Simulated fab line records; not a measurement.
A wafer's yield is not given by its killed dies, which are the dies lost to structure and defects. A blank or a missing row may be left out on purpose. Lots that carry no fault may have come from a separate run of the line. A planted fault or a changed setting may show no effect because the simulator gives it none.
Matching of chambers :: flow nand harc :: NHARC_P_M0_CMP_23 on cmp-03: 4 sister chambers
The step polishes, t overpolish 20 s, target thk 117.53 nm. 8 wafers are shown with their chamber, then 11 later ones without.

## EACH WAFER AND ITS CHAMBER
wafer: L084.5
chamber: 2
time to endpoint s (s): 30
motor current A (A): 12.9

wafer: L084.6
chamber: 1
time to endpoint s (s): 26
motor current A (A): 12.7

wafer: L085.2
chamber: 1
time to endpoint s (s): 27
motor current A (A): 13.2

wafer: L085.3
chamber: 3
time to endpoint s (s): 25
motor current A (A): 13.0

wafer: L086.1
chamber: 3
time to endpoint s (s): 28
motor current A (A): 14.2

wafer: L086.2
chamber: 2
time to endpoint s (s): 32
motor current A (A): 13.2

wafer: L086.3
chamber: 0
time to endpoint s (s): 26
motor current A (A): 11.7

wafer: L088.1
chamber: 0
time to endpoint s (s): 21
motor current A (A): 11.9

## WAFERS WITHOUT THEIR CHAMBER
wafer: L088.5
time to endpoint s (s): 26
motor current A (A): 13.2

wafer: L088.6
time to endpoint s (s): 20
motor current A (A): 12.4

wafer: L090.3
time to endpoint s (s): 26
motor current A (A): 13.3

wafer: L090.5
time to endpoint s (s): 28
motor current A (A): 12.8

wafer: L090.6
time to endpoint s (s): 26
motor current A (A): 13.6

wafer: L093.3
time to endpoint s (s): 28
motor current A (A): 13.9

wafer: L093.4
time to endpoint s (s): 29
motor current A (A): 13.0

wafer: L093.6
time to endpoint s (s): 22
motor current A (A): 12.2

wafer: L096.1
time to endpoint s (s): 33
motor current A (A): 12.7

wafer: L096.2
time to endpoint s (s): 24
motor current A (A): 12.2

wafer: L096.5
time to endpoint s (s): 29
motor current A (A): 13.6

## EACH ONE'S CHAMBER
wafer: L088.5
from the rows above: can't be placed: 1 or 3 or 2
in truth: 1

wafer: L088.6
from the rows above: can't be placed: 0 or 1 or 3
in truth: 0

wafer: L090.3
from the rows above: can't be placed: 3 or 1 or 2
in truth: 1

wafer: L090.5
from the rows above: can't be placed: 1 or 2 or 3
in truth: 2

wafer: L090.6
from the rows above: can't be placed: 3 or 1
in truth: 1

wafer: L093.3
from the rows above: can't be placed: 3 or 1 or 2
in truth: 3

wafer: L093.4
from the rows above: can't be placed: 2 or 1 or 3
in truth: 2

wafer: L093.6
from the rows above: can't be placed: 0 or 1
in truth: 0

wafer: L096.1
from the rows above: can't be placed: 2 or 1
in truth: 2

wafer: L096.2
from the rows above: can't be placed: 0 or 1
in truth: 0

wafer: L096.5
from the rows above: can't be placed: 3 or 2 or 1
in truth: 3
Correctly placed: 0 of 11. From these rows, 11 cannot be placed; in 11 the true chamber is one of the candidates. Wrongly placed: 0.
How it was worked out, from the rows above alone: a wafer's distance from a chamber is the root of the sum, over the readings, of the square of ((its reading less the chamber's mean) divided by the reading's scatter). If the next closest chamber is less than 2 further off than the closest, the wafer can't be placed; otherwise it belongs to the closest. The mean given for a chamber averages the wafers shown for that chamber. The scatter is the square root of a quotient: the sum, over the shown wafers, of each reading's squared deviation from its chamber's mean, divided by wafers minus chambers.
